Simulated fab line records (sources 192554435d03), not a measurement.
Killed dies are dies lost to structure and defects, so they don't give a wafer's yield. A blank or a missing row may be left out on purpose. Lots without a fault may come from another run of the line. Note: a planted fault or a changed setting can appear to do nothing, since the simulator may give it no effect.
The tool behind it: which one? | flow n5 finfet | at 1 step of a route of 1938, 12 lots with 36 wafers sampled

WHAT THE GAUGES READ, wafer by wafer
N5_BEOL_M14_THK_MEAS_50: measures by xrf.
lot  | measured     | on            | M14_THK (nm)
L074 | day 12 04:41 | film metro-01 | 538 535 533
L077 | day 12 16:58 | film metro-02 | 574 566 536
L079 | day 13 06:17 | film metro-01 | 546 531 551
L081 | day 13 13:53 | film metro-01 | 529 534 533
L084 | day 14 07:38 | film metro-02 | 537 562 529
L085 | day 14 11:27 | film metro-02 | 545 569 550
L087 | day 14 20:01 | film metro-02 | 526 523 544
L088 | day 15 13:18 | film metro-01 | 527 561 552
L091 | day 15 17:16 | film metro-01 | 551 533 527
L093 | day 15 20:52 | film metro-02 | 556 537 546
L095 | day 16 22:45 | film metro-01 | 531 548 534
L097 | day 17 05:01 | film metro-01 | 558 546 559

WHAT TOOL EACH LOT RAN ON (gives the tool, then ch and the chambers of the sampled wafers, and finally the start)
There is no process step in the record ahead of these readings.

THE ANSWER, worked out from the rows above alone
Rule: usual is defined by the lots themselves. The widest of any qualifying gaps counts: lots, ordered by their means at a reading, are off when they make up no more than a third of the lots, leave a main group of 4 or more, and stand apart from it by 3 or more times the standard deviation of that group's means. If all means in a main group match to the digits the tables above print for the reading, that group is not used. A lot without any number at a reading at which 4 lots or more have one is off too. The other lots that the step has rows for count as sound.
Across all readings shown, no lot is off: no conclusion can be drawn from this.

WHAT WAS PUT IN BY THE SIMULATOR
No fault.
